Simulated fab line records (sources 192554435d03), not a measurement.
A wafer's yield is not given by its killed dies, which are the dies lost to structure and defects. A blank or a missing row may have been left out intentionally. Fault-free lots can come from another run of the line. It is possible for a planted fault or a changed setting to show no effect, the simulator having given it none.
Which tool was responsible?	flow n5_finfet	Sampling: 11 lots, 33 wafers, 5 of 1938 route steps

WHAT THE GAUGES SHOWED, per wafer
N5_MIM_BOT_LITHO_INSPECT_12: inspects for defects (macro). Usual: 2.1 for raw_defect_count, sd 1.4.
lot	measured	on	raw_defect_count	flag
L385	day 12 17:46	defect_inspect-02	1 2 2	
L386	day 13 00:44	defect_inspect-02	2 2 2	
L388	day 13 09:13	defect_inspect-01	1 1 3	
L390	day 14 04:59	defect_inspect-02	2 1 1	
L398	day 15 12:55	defect_inspect-02	3 2 2	
L400	day 16 20:21	defect_inspect-02	4 2 6	
L401	day 17 00:28	defect_inspect-01	1 4 1	
L402	day 17 08:08	defect_inspect-02	1 3 2	
L405	day 18 08:37	defect_inspect-01	3 0 3	
L406	day 18 18:55	defect_inspect-01	3 6 1	
L407	day 18 19:08	defect_inspect-02	2 2 2	

N5_PASSIVATION_OVL_MEAS_60. Usual: for TV_OVL the level is 0 nm and the standard deviation is 5.5.
lot	measured	on	TV_OVL (nm)	flag
L385	day 12 21:49	overlay-01	-3 3 3	
L386	day 13 03:46	overlay-02	-1 6 -5	
L388	day 13 11:46	overlay-02	1 9 -1	
L390	day 14 06:44	overlay-01	-2 0 0	
L398	day 15 14:40	overlay-02	9 12 6	
L400	day 17 00:32	overlay-01	5 6 8	
L401	day 17 02:31	overlay-02	-5 -4 -10	
L402	day 17 10:44	overlay-01	-7 5 -6	
L405	day 18 10:41	overlay-01	12 -2 3	
L406	day 18 22:38	overlay-02	-3 -12 6	
L407	day 18 22:29	overlay-01	0 -4 -3	

N5_PASSIVATION_INSPECT_61: inspects for defects (macro). Usual: 2.1 for raw_defect_count, sd 1.3.
lot	measured	on	raw_defect_count	flag
L385	day 12 21:50	defect_inspect-02	2 1 3	
L386	day 13 03:48	defect_inspect-01	3 2 1	
L388	day 13 11:47	defect_inspect-01	2 1 >300	
L390	day 14 06:46	defect_inspect-01	2 >300 3	
L398	day 15 14:42	defect_inspect-01	1 1 2	
L400	day 17 00:34	defect_inspect-02	0 3 2	
L401	day 17 02:32	defect_inspect-02	2 1 1	
L402	day 17 10:45	defect_inspect-01	2 2 0	
L405	day 18 10:43	defect_inspect-02	3 4 3	
L406	day 18 22:40	defect_inspect-01	1 2 2	
L407	day 18 22:30	defect_inspect-01	4 2 2	

WHAT TOOL EACH LOT RAN ON (gives the tool, then ch and the chambers of the sampled wafers, and finally the start)
lot	N5_MIM_BOT_ETCH_ETCH_03	N5_PASSIVATION_PECVD_55
L385	rie_metal-03 ch 0, day 12 17:58	pecvd-03 ch 0,1, day 12 18:55
L386	rie_metal-01 ch 0,1, day 13 01:01	pecvd-03 ch 1,2, day 13 01:44
L388	rie_metal-02 ch 0,1, day 13 09:25	pecvd-03 ch 0,1,2, day 13 10:11
L390	rie_metal-01 ch 0,1, day 14 05:12	pecvd-03 ch 0,1,2, day 14 05:59
L398	rie_metal-01 ch 0,1, day 15 13:10	pecvd-04 ch 1,2, day 15 13:54
L400	rie_metal-01 ch 0,1, day 16 20:32	pecvd-02 ch 1,2, day 16 21:17
L401	rie_metal-03 ch 0,1, day 17 01:11	pecvd-04 ch 0,1,2, day 17 01:56
L402	rie_metal-03 ch 0,1, day 17 08:19	pecvd-03 ch 0,2, day 17 09:06
L405	rie_metal-03 ch 0,1, day 18 09:10	pecvd-04 ch 1,2, day 18 09:56
L406	rie_metal-03 ch 0,1, day 18 19:07	pecvd-03 ch 0,1, day 18 19:55
L407	rie_metal-01 ch 0,1, day 18 19:20	pecvd-02 ch 0,1, day 18 20:08
- N5_MIM_BOT_ETCH_ETCH_03: etches the open film in Cl2/BCl3, target depth 12 nm.
- N5_PASSIVATION_PECVD_55: deposits SiO2 from SiH4/N2O, target thk 400 nm, time 22.5 s.

AS READ BY THE TOOLS THEMSELVES (means over the sampled wafers that have a number; for cases with no such wafer, the mark the record gives instead)
N5_MIM_BOT_ETCH_ETCH_03. Usual: drypump_motor_current_A 6.0 A, standard deviation 0.36; oes_product_au 0.80 a.u., standard deviation 0.068; throttle_valve_pct 27.55 %, standard deviation 0.23.
lot	tool	drypump_motor_current_A (A)	oes_product_au (a.u.)	throttle_valve_pct (%)	flag
L385	rie_metal-03	6.3	0.78	27.52	
L386	rie_metal-01	5.6	0.77	27.45	
L388	rie_metal-02	6.1	0.84	27.82	
L390	rie_metal-01	5.6	0.76	27.45	
L398	rie_metal-01	5.9	0.75	27.63	
L400	rie_metal-01	5.6	0.73	27.47	
L401	rie_metal-03	6.2	0.86	27.37	
L402	rie_metal-03	6.1	0.86	27.36	
L405	rie_metal-03	6.2	0.81	27.46	
L406	rie_metal-03	6.2	0.86	27.37	
L407	rie_metal-01	5.8	0.74	27.65	

N5_PASSIVATION_PECVD_55. Usual: heater_power_w 731 W, standard deviation 110; showerhead_plenum_p_Torr 8.17 Torr, standard deviation 0.087; throttle_valve_pct 53.2 %, standard deviation 2.9.
lot	tool	heater_power_w (W)	showerhead_plenum_p_Torr (Torr)	throttle_valve_pct (%)	flag
L385	pecvd-03	643	8.15	54.3	
L386	pecvd-03	750	8.15	54.7	
L388	pecvd-03	650	8.14	53.7	
L390	pecvd-03	658	8.14	53.8	
L398	pecvd-04	724	8.15	52.2	
L400	pecvd-02	623	8.26	51.5	
L401	pecvd-04	778	8.17	53.7	
L402	pecvd-03	599	8.14	52.7	
L405	pecvd-04	811	8.19	54.9	
L406	pecvd-03	761	8.14	48.3	
L407	pecvd-02	695	8.31	51.5	

THE ANSWER, worked out from the rows above alone
Rule: take the mean of a lot's wafers that have a number; if it is more than 3 standard deviations from the usual mean, the lot is off. A lot without any number at a reading at which 4 lots or more have one is off too. The other lots that the step has rows for count as sound. First the gauges in route order, then the tools' own readings, where a lot's mean is used as printed above. At the first step where some lot is off, the reading lying furthest off is the one used; lots without a number count as furthest.
None of the lots is off at any reading shown; this tells nothing.

WHAT THE SIMULATOR HAD INSERTED
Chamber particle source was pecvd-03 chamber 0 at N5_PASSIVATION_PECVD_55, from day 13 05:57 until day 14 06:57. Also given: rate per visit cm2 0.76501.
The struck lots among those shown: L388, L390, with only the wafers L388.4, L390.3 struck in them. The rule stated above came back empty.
